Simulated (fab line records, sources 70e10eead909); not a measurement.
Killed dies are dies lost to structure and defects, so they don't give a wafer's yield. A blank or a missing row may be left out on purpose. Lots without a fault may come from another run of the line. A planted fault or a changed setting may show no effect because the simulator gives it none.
fab line records | flow nand_harc | part 1 of 2: steps 1 to 20 of 28
record lots=5 wafers=15 last_day=22
route steps=1159 shown A_STAIRCASE@587
lots that met no fault: from a run of the same line without faults
start_h: hours from the record's first day to the start of the lot's first wafer shown | wait_h: hours since the lot's step before | " the same as in the row above | L1.1+2: a row that stands for several wafers | - no value, or no start given | * or withheld: withheld | < > ~ a bound
route shown NAME@n: a module of which the file shows steps, and the number in the route of the first | usual: mean/standard deviation of fault-free wafers | same: alike in all rows | chamber/n: place in a boat | sites: the reading at each site | _std_site: their standard deviation | _edge_site: outer sites' mean less inner sites' | radius_mm: how far each site lies from the wafer's centre | mask NAME#n: copy n | behind: the tool/chamber that last shaped the wafer | hold: why the lot was held/for how many hours/how that ended | device: the transistor (n, p or np) that didn't switch | end of line: the same wafers' tests at the end of the route | a step without rows: its recipe alone | killed: dies lost to structure and defects at the first sort, not the wafer's yield | map: a wafer's dies, x killed, . not, _ none there
set.NAME: the setting as run; set.NAME@STEP: as run at that earlier step | model.NAME: the simulator's own value behind a step, which no gauge read
lots at some steps of the route; a table a step, a row a wafer
services: from which hour (start_h, from the record's first day; less than 0 if before it) a tool's chamber was out of use, for how many hours, and why
## steps
# step NHARC_A_STAIRCASE_TRIM_193
# recipe time_s=211.2 o2_flow_sccm=500 ar_flow_sccm=0 bias_w=0 chemistry=O2
# usual drypump_motor_current_A=5.8/0.58 oes_product_au=0.998/0.011 rf_vpp_V=57.9/0.92 showerhead_plenum_p_Torr=3.56/0.17 throttle_valve_pct=17.037/0.0088
# columns lot.wafer tool chamber start_h wait_h drypump_motor_current_A oes_product_au rf_hours_counter_h rf_vpp_V showerhead_plenum_p_Torr throttle_valve_pct
L078.2 rie_diel-13 1 - - 6.0 1.005 57 58.0 3.34 17.034
L078.4 " 2 " " 5.9 1.002 56 59.2 3.78 17.030
L078.3 " 0 " " 6.3 0.989 56 56.6 3.26 17.044
L077.3 rie_diel-13 1 - - 6.0 1.015 58 56.1 3.34 17.048
L077.2 " 0 " " 6.4 1.008 57 58.5 3.26 17.034
L077.5 " 2 " " 5.9 1.009 - 58.8 3.78 17.037
L079.3 rie_diel-13 1 - - 5.9 1.018 61 57.6 3.33 17.042
L079.5 " 1 " " 6.0 1.018 - 57.0 3.33 17.037
L079.4 " 2 " " 5.8 1.024 - 59.1 3.77 17.023
L083.4 rie_diel-07 1 - - 4.9 0.990 22 56.0 3.59 17.033
L083.3 " 3 " " 5.1 0.996 20 58.5 3.56 17.051
L083.5 " 0 " " 5.1 1.002 - 58.5 3.80 17.027
L085.4 rie_diel-07 3 - - 5.1 0.998 30 59.5 3.55 17.033
L085.6 " 1 " " 4.9 0.978 - 58.1 3.59 17.042
L085.5 " 2 " " 6.6 1.011 - 58.7 3.48 17.044
# step NHARC_A_STAIRCASE_ETCH_194
# recipe target_depth_a=1000 time_s=40.5 ion_energy_ev=400 c4f8_flow_sccm=20 o2_flow_sccm=10 ar_flow_sccm=withheld rf_w=600 bias_w=1000 chemistry=C4F8/O2
# usual oes_product_au=0.936/0.012 rf_vpp_V=897/6.2
# columns lot.wafer tool chamber start_h wait_h oes_product_au rf_hours_counter_h rf_vpp_V
L078.2 rie_diel-13 1 - - 0.947 57 890
L078.3 " 2 " " 0.925 56 904
L078.4 " 3 " " 0.928 53 894
L077.2 rie_diel-13 3 - - 0.949 54 895
L077.3 " 1 " " 0.951 58 889
L077.5 " 3 " " 0.943 - 894
L079.3 rie_diel-13 1 - - 0.958 62 889
L079.5 " 2 " " 0.951 - 905
L079.4 " 3 " " 0.944 - 895
L083.4 rie_diel-07 2 - - 0.955 21 894
L083.3 " 0 " " 0.923 21 906
L083.5 " 3 " " 0.938 - 897
L085.4 rie_diel-07 2 - - 0.948 33 894
L085.6 " 0 " " 0.936 - 905
L085.5 " 1 " " 0.922 - 899
# step NHARC_A_STAIRCASE_TRIM_196
# recipe time_s=211.2 o2_flow_sccm=500 ar_flow_sccm=0 bias_w=0 chemistry=O2
# usual drypump_motor_current_A=5.8/0.55 oes_product_au=0.998/0.0095 rf_vpp_V=57.9/0.87 showerhead_plenum_p_Torr=3.58/0.16 throttle_valve_pct=17.037/0.01
# columns lot.wafer tool chamber start_h wait_h drypump_motor_current_A oes_product_au rf_hours_counter_h rf_vpp_V showerhead_plenum_p_Torr throttle_valve_pct
L078.3 rie_diel-07 1 257.24 0.1 4.9 0.996 5 56.3 3.60 17.014
L078.2 " 2 " " 6.6 1.012 4 57.7 3.49 17.023
L078.4 " 0 " " 5.1 0.986 5 59.1 3.81 17.044
L077.3 rie_diel-07 2 260.31 0.1 6.6 1.014 5 57.1 3.49 17.041
L077.2 " 0 " " 5.1 0.980 6 56.8 3.80 17.036
L077.5 " 3 " " 5.1 1.003 - 58.5 3.57 17.051
L079.3 rie_diel-07 3 269.68 0.1 5.1 0.991 9 58.6 3.56 17.042
L079.4 " 1 " " 4.9 0.985 10 58.1 3.60 17.036
L079.5 " 2 " " 6.6 0.998 - 58.7 3.49 17.021
L083.3 rie_diel-05 1 302.25 0.1 5.3 0.990 52 58.2 3.78 17.043
L083.4 " 2 " " 6.3 1.013 54 57.1 3.60 17.032
L083.5 " 0 " " 6.3 0.985 - 57.9 3.47 17.032
L085.4 rie_diel-05 3 326.32 0.1 6.3 0.997 53 58.4 3.44 17.050
L085.5 " 3 " " 6.3 0.990 - 56.3 3.44 17.038
L085.6 " 0 " " 6.3 0.993 - 58.1 3.47 17.031
# step NHARC_A_STAIRCASE_ETCH_197
# recipe target_depth_a=1000 time_s=40.5 ion_energy_ev=400 c4f8_flow_sccm=20 o2_flow_sccm=10 ar_flow_sccm=withheld rf_w=600 bias_w=1000 chemistry=C4F8/O2
# usual oes_product_au=0.944/0.019 rf_vpp_V=898/6
# columns lot.wafer tool chamber start_h wait_h oes_product_au rf_hours_counter_h rf_vpp_V
L078.3 rie_diel-07 0 - - 0.963 5 904
L078.4 " 2 " " 0.958 5 894
L078.2 " 3 " " 0.956 5 897
L077.3 rie_diel-07 1 - - 0.955 6 899
L077.2 " 2 " " 0.975 5 895
L077.5 " 1 " " 0.965 - 900
L079.3 rie_diel-07 3 - - 0.961 9 896
L079.4 " 0 " " 0.971 10 905
L079.5 " 2 " " 0.971 - 896
L083.4 rie_diel-05 3 - - 0.973 45 894
L083.3 " 1 " " 0.965 52 903
L083.5 " 3 " " 0.971 - 892
L085.4 rie_diel-05 2 - - 0.932 61 898
L085.6 " 0 " " 0.912 - 895
L085.5 " 1 " " 0.927 - 904
# step NHARC_A_STAIRCASE_TRIM_198
# recipe time_s=211.2 o2_flow_sccm=500 ar_flow_sccm=0 bias_w=0 chemistry=O2
# usual drypump_motor_current_A=5.8/0.55 oes_product_au=0.996/0.01 rf_vpp_V=58.0/0.92 showerhead_plenum_p_Torr=3.58/0.16 throttle_valve_pct=17.035/0.0093
# columns lot.wafer tool chamber start_h wait_h drypump_motor_current_A oes_product_au rf_hours_counter_h rf_vpp_V showerhead_plenum_p_Torr throttle_valve_pct
L078.3 rie_diel-07 0 - - 5.1 0.976 6 58.8 3.80 17.038
L078.4 " 1 " " 4.9 0.987 5 58.8 3.60 17.035
L078.2 " 3 " " 5.1 1.009 5 58.3 3.57 17.048
L077.3 rie_diel-07 3 - - 5.1 0.994 5 58.3 3.57 17.025
L077.2 " 0 " " 5.1 0.991 6 57.3 3.80 17.055
L077.5 " 2 " " 6.6 1.018 - 58.4 3.49 17.035
L079.4 rie_diel-07 1 - - 4.9 0.968 10 55.5 3.60 17.029
L079.3 " 0 " " 5.1 0.979 10 59.6 3.80 17.033
L079.5 " 1 " " 4.9 0.983 - 57.5 3.60 17.018
L083.4 rie_diel-05 3 - - 6.3 0.995 45 58.0 3.45 17.040
L083.3 " 0 " " 6.3 1.001 47 57.9 3.47 17.041
L083.5 " 3 " " 6.3 1.003 - 56.5 3.45 17.037
L085.4 rie_diel-05 3 - - 6.3 0.997 53 59.0 3.44 17.026
L085.6 " 2 " " 6.3 1.001 - 57.0 3.60 17.046
L085.5 " 3 " " 6.3 0.978 - 57.3 3.44 17.031
# step NHARC_A_STAIRCASE_ETCH_199
# recipe target_depth_a=1000 time_s=40.5 ion_energy_ev=400 c4f8_flow_sccm=20 o2_flow_sccm=10 ar_flow_sccm=withheld rf_w=600 bias_w=1000 chemistry=C4F8/O2
# usual oes_product_au=0.940/0.012 rf_vpp_V=898/6
# columns lot.wafer tool chamber start_h wait_h oes_product_au rf_hours_counter_h rf_vpp_V
L078.3 rie_diel-07 0 - - 0.932 6 906
L078.4 " 2 " " 0.956 5 895
L078.2 " 3 " " 0.951 5 897
L077.2 rie_diel-07 2 - - 0.951 5 895
L077.3 " 1 " " 0.927 6 899
L077.5 " 3 " " 0.927 - 898
L079.4 rie_diel-07 2 - - 0.961 9 894
L079.3 " 1 " " 0.947 10 899
L079.5 " 2 " " 0.968 - 896
L083.3 rie_diel-05 0 - - 0.958 47 893
L083.4 " 2 " " 0.968 54 899
L083.5 " 1 " " 0.955 - 905
L085.4 rie_diel-05 1 - - 0.947 60 905
L085.6 " 2 " " 0.938 - 898
L085.5 " 3 " " 0.923 - 893
# step NHARC_A_STAIRCASE_TRIM_200
# recipe time_s=211.2 o2_flow_sccm=500 ar_flow_sccm=0 bias_w=0 chemistry=O2
# usual drypump_motor_current_A=5.8/0.55 oes_product_au=0.997/0.0092 rf_vpp_V=57.9/0.85 showerhead_plenum_p_Torr=3.58/0.16 throttle_valve_pct=17.036/0.0091
# columns lot.wafer tool chamber start_h wait_h drypump_motor_current_A oes_product_au rf_hours_counter_h rf_vpp_V showerhead_plenum_p_Torr throttle_valve_pct
L078.4 rie_diel-07 3 - - 5.1 1.001 5 57.5 3.57 17.035
L078.3 " 0 " " 5.1 1.001 6 57.8 3.81 17.026
L078.2 " 2 " " 6.6 1.011 5 58.2 3.49 17.042
L077.2 rie_diel-07 0 - - 5.1 0.988 7 58.2 3.80 17.039
L077.3 " 1 " " 4.9 0.977 6 58.7 3.60 17.040
L077.5 " 3 " " 5.1 0.985 - 57.6 3.57 17.044
L079.3 rie_diel-07 0 - - 5.1 0.989 10 58.1 3.80 17.038
L079.4 " 1 " " 4.9 0.988 10 58.4 3.60 17.038
L079.5 " 3 " " 5.1 1.003 - 56.8 3.56 17.042
L083.3 rie_diel-05 3 - - 6.3 1.002 46 57.7 3.45 17.045
L083.4 " 1 " " 5.2 0.989 52 58.1 3.78 17.043
L083.5 " 2 " " 6.3 1.014 - 57.1 3.60 17.037
L085.4 rie_diel-05 1 - - 5.3 0.998 60 56.7 3.77 17.036
L085.6 " 1 " " 5.2 1.006 - 58.7 3.77 17.056
L085.5 " 2 " " 6.3 1.004 - 58.5 3.60 17.021
# step NHARC_A_STAIRCASE_ETCH_201
# recipe target_depth_a=1000 time_s=40.5 ion_energy_ev=400 c4f8_flow_sccm=20 o2_flow_sccm=10 ar_flow_sccm=withheld rf_w=600 bias_w=1000 chemistry=C4F8/O2
# usual oes_product_au=0.938/0.012 rf_vpp_V=898/6.1
# columns lot.wafer tool chamber start_h wait_h oes_product_au rf_hours_counter_h rf_vpp_V
L078.4 rie_diel-07 0 - - 0.923 6 905
L078.3 " 1 " " 0.925 6 900
L078.2 " 2 " " 0.966 5 896
L077.2 rie_diel-07 1 - - 0.930 6 899
L077.3 " 2 " " 0.939 6 894
L077.5 " 0 " " 0.933 - 907
L079.3 rie_diel-07 2 - - 0.947 9 896
L079.4 " 3 " " 0.946 9 897
L079.5 " 1 " " 0.942 - 899
L083.3 rie_diel-05 0 - - 0.939 47 895
L083.4 " 1 " " 0.944 52 905
L083.5 " 3 " " 0.934 - 892
L085.4 rie_diel-05 1 - - 0.933 60 904
L085.5 " 1 " " 0.942 - 904
L085.6 " 2 " " 0.957 - 899
# step NHARC_A_STAIRCASE_TRIM_202
# recipe time_s=211.2 o2_flow_sccm=500 ar_flow_sccm=0 bias_w=0 chemistry=O2
# usual drypump_motor_current_A=5.8/0.56 oes_product_au=0.996/0.01 rf_vpp_V=57.9/0.95 showerhead_plenum_p_Torr=3.58/0.17 throttle_valve_pct=17.037/0.009
# columns lot.wafer tool chamber start_h wait_h drypump_motor_current_A oes_product_au rf_hours_counter_h rf_vpp_V showerhead_plenum_p_Torr throttle_valve_pct
L078.2 rie_diel-07 0 - - 5.1 0.994 6 58.7 3.80 17.032
L078.3 " 1 " " 4.9 0.988 6 57.8 3.60 17.036
L078.4 " 2 " " 6.6 1.016 5 59.2 3.49 17.035
L077.3 rie_diel-07 0 - - 5.1 0.986 7 58.2 3.80 17.036
L077.2 " 1 " " 4.9 0.977 6 57.3 3.60 17.052
L077.5 " 1 " " 4.9 0.978 - 59.4 3.60 17.031
L079.4 rie_diel-07 1 - - 4.9 0.980 10 57.9 3.60 17.020
L079.3 " 2 " " 6.6 1.008 9 57.5 3.49 17.040
L079.5 " 0 " " 5.1 0.979 - 59.0 3.80 17.028
L083.4 rie_diel-05 3 - - 6.3 1.006 46 57.2 3.45 17.039
L083.3 " 0 " " 6.3 0.990 47 56.5 3.47 17.046
L083.5 " 2 " " 6.3 1.001 - 58.5 3.60 17.022
L085.4 rie_diel-05 2 - - 6.3 1.005 62 58.2 3.60 17.045
L085.5 " 2 " " 6.3 0.999 - 59.5 3.60 17.047
L085.6 " 3 " " 6.3 0.995 - 59.0 3.44 17.043
# step NHARC_A_STAIRCASE_ETCH_203
# recipe target_depth_a=1000 time_s=40.5 ion_energy_ev=400 c4f8_flow_sccm=20 o2_flow_sccm=10 ar_flow_sccm=withheld rf_w=600 bias_w=1000 chemistry=C4F8/O2
# usual oes_product_au=0.940/0.013 rf_vpp_V=898/6
# columns lot.wafer tool chamber start_h wait_h oes_product_au rf_hours_counter_h rf_vpp_V
L078.2 rie_diel-07 2 - - 0.976 5 895
L078.4 " 3 " " 0.944 5 897
L078.3 " 0 " " 0.940 6 907
L077.3 rie_diel-07 0 - - 0.928 7 905
L077.2 " 2 " " 0.947 6 895
L077.5 " 3 " " 0.928 - 896
L079.3 rie_diel-07 2 - - 0.957 9 895
L079.4 " 0 " " 0.946 10 906
L079.5 " 2 " " 0.959 - 894
L083.4 rie_diel-05 3 - - 0.942 46 893
L083.3 " 2 " " 0.946 54 898
L083.5 " 0 " " 0.951 - 893
L085.4 rie_diel-05 0 - - 0.939 55 894
L085.6 " 2 " " 0.952 - 897
L085.5 " 3 " " 0.943 - 892
# step NHARC_A_STAIRCASE_STRIP_205
# recipe power_w=1500 temp_c=250 chemistry=O2
# usual drypump_motor_current_A=5.66/0.28 heater_power_w=304/15
# columns lot.wafer tool chamber start_h wait_h drypump_motor_current_A heater_power_w rf_hours_counter_h
L078.2 plasma_asher-02 0 259.13 0.7 6.00 275 24
L078.4 " 0 " " 6.01 272 -
L078.3 " 1 " " 5.66 316 -
L077.2 plasma_asher-02 0 261.65 0.1 5.96 282 24
L077.3 " 1 " " 5.64 311 -
L077.5 " 0 " " 5.98 284 -
L079.3 plasma_asher-01 0 270.82 0.2 5.15 308 -
L079.4 " 1 " " 5.68 322 -
L079.5 " 0 " " 5.18 308 -
L083.4 plasma_asher-02 1 303.40 0.2 5.69 314 -
L083.3 " 0 " " 5.95 286 -
L083.5 " 0 " " 5.99 283 -
L085.4 plasma_asher-02 0 327.70 0.4 5.99 283 -
L085.6 " 1 " " 5.67 309 -
L085.5 " 0 " " 5.96 277 -
# step NHARC_A_STAIRCASE_STRIP_206
# recipe time_s=900 temp_c=130 chemistry=SPM
# columns lot.wafer tool chamber start_h wait_h
L078.4+3+2 wet_bench-01 7,2,3 259.48 0.2
L077.3+2+5 wet_bench-01 1,3,6 261.95 0.2
L079.4+3+5 wet_bench-02 3,4,6 271.07 0.2
L083.5+4+3 wet_bench-02 5,1,2 303.65 0.1
L085.4+6+5 wet_bench-01 0,2,4 327.91 0.2
# step NHARC_A_STAIRCASE_PRECLEAN_207
# recipe time_s=* temp_c=50 bath_age_min=0 chemistry=SC1
# columns lot.wafer tool chamber start_h wait_h
L078.4+3+2 wet_bench-01 7,2,3 - -
L077.3+2+5 wet_bench-01 1,3,6 - -
L079.4+3+5 wet_bench-02 3,4,6 - -
L083.5+4+3 wet_bench-02 5,1,2 - -
L085.4+6+5 wet_bench-01 0,2,4 - -
# step NHARC_A_STAIRCASE_SRD_208
# columns lot.wafer tool chamber start_h wait_h
L078.4+3+2 wet_bench-01 7,2,3 - -
L077.3+2+5 wet_bench-01 1,3,6 - -
L079.4+3+5 wet_bench-02 3,4,6 - -
L083.5+4+3 wet_bench-02 5,1,2 - -
L085.4+6+5 wet_bench-01 0,2,4 - -
# step NHARC_A_STAIRCASE_DEHYDRATE_209
# recipe temp_c=150 time_s=120
# usual resist_line_temp_C=23.03/0.1
# columns lot.wafer tool chamber start_h wait_h resist_line_temp_C
L078.2 litho_track-07 0 259.93 - 23.20
L078.3 " 0 " " 23.24
L078.4 " 0 " " 23.21
L077.2 litho_track-03 0 262.41 - 23.21
L077.3 " 0 " " 23.26
L077.5 " 0 " " 23.02
L079.3 litho_track-05 0 271.53 - 22.97
L079.4 " 0 " " 23.10
L079.5 " 0 " " 22.99
L083.3 litho_track-03 0 304.11 - 22.98
L083.4 " 0 " " 23.02
L083.5 " 0 " " 23.00
L085.4 litho_track-07 0 328.36 - 22.83
L085.5 " 0 " " 22.90
L085.6 " 0 " " 22.92
# step NHARC_A_STAIRCASE_HMDS_210
# recipe time_s=30
# usual resist_line_temp_C=23.00/0.097
# columns lot.wafer tool chamber start_h wait_h resist_line_temp_C
L078.2 litho_track-07 0 - - 23.02
L078.3 " 0 " " 23.20
L078.4 " 0 " " 22.99
L077.2 litho_track-03 0 - - 22.90
L077.3 " 0 " " 22.97
L077.5 " 0 " " 23.06
L079.3 litho_track-05 0 - - 22.90
L079.4 " 0 " " 23.02
L079.5 " 0 " " 23.01
L083.3 litho_track-03 0 - - 23.10
L083.4 " 0 " " 22.84
L083.5 " 0 " " 23.08
L085.4 litho_track-07 0 - - 23.05
L085.5 " 0 " " 22.96
L085.6 " 0 " " 22.99
# step NHARC_A_STAIRCASE_COAT_211
# recipe spin_rpm=1200
# usual resist_line_temp_C=23.00/0.11 spin_speed_rpm=1200.0/0.77
# columns lot.wafer tool chamber start_h wait_h resist_line_temp_C spin_speed_rpm
L078.2 litho_track-07 0 - - 23.14 1199.9
L078.3 " 0 " " 23.25 1199.2
L078.4 " 0 " " 23.25 1198.9
L077.2 litho_track-03 0 - - 23.04 1199.9
L077.3 " 0 " " 23.00 1200.0
L077.5 " 0 " " 23.08 1199.5
L079.3 litho_track-05 0 - - 23.11 1198.9
L079.4 " 0 " " 23.06 1200.1
L079.5 " 0 " " 23.01 1198.9
L083.3 litho_track-03 0 - - 23.21 1199.8
L083.4 " 0 " " 23.11 1200.7
L083.5 " 0 " " 23.22 1200.6
L085.4 litho_track-07 0 - - 22.92 1198.9
L085.5 " 0 " " 22.99 1200.5
L085.6 " 0 " " 22.95 1200.4
# step NHARC_A_STAIRCASE_SOFTBAKE_212
# recipe temp_c=135 time_s=170
# usual resist_line_temp_C=23.03/0.12
# columns lot.wafer tool chamber start_h wait_h resist_line_temp_C
L078.2 litho_track-07 0 - - 23.24
L078.3 " 0 " " 23.07
L078.4 " 0 " " 23.08
L077.2 litho_track-03 0 - - 23.02
L077.3 " 0 " " 23.13
L077.5 " 0 " " 22.94
L079.3 litho_track-05 0 - - 23.18
L079.4 " 0 " " 23.02
L079.5 " 0 " " 23.27
L083.3 litho_track-03 0 - - 22.96
L083.4 " 0 " " 22.93
L083.5 " 0 " " 23.02
L085.4 litho_track-07 0 - - 22.92
L085.5 " 0 " " 22.89
L085.6 " 0 " " 22.82
# step NHARC_A_STAIRCASE_EBR_213
# usual resist_line_temp_C=23.00/0.12
# columns lot.wafer tool chamber start_h wait_h resist_line_temp_C
L078.2 litho_track-07 0 - - 22.89
L078.3 " 0 " " 23.02
L078.4 " 0 " " 22.97
L077.2 litho_track-03 0 - - 22.98
L077.3 " 0 " " 22.92
L077.5 " 0 " " 23.01
L079.3 litho_track-05 0 - - 23.17
L079.4 " 0 " " 23.15
L079.5 " 0 " " 23.03
L083.3 litho_track-03 0 - - 23.14
L083.4 " 0 " " 23.17
L083.5 " 0 " " 23.07
L085.4 litho_track-07 0 - - 22.85
L085.5 " 0 " " 22.86
L085.6 " 0 " " 22.97
# step NHARC_A_STAIRCASE_EXPOSE_214
# recipe na=0.5 dose_mj=31.26 mask_id=STAIR_3
# usual exposure_dose_mJ_cm2=31.258/0.03
# columns lot.wafer tool chamber start_h wait_h mask exposure_dose_mJ_cm2
L078.2 krf_scanner-02 0 260.27 - STAIR_3#0 31.242
L078.3 " 0 " " STAIR_3#0 31.319
L078.4 " 0 " " STAIR_3#0 31.290
L077.2 krf_scanner-02 0 262.62 - STAIR_3#0 31.267
L077.3 " 0 " " STAIR_3#0 31.240
L077.5 " 0 " " STAIR_3#0 31.272
L079.3 krf_scanner-01 0 271.87 - STAIR_3#0 31.297
L079.4 " 0 " " STAIR_3#0 31.297
L079.5 " 0 " " STAIR_3#0 31.268
L083.3 krf_scanner-02 0 304.45 - STAIR_3#0 31.242
L083.4 " 0 " " STAIR_3#0 31.223
L083.5 " 0 " " STAIR_3#0 31.253
L085.4 krf_scanner-01 0 328.71 - STAIR_3#0 31.292
L085.5 " 0 " " STAIR_3#0 31.280
L085.6 " 0 " " STAIR_3#0 31.292
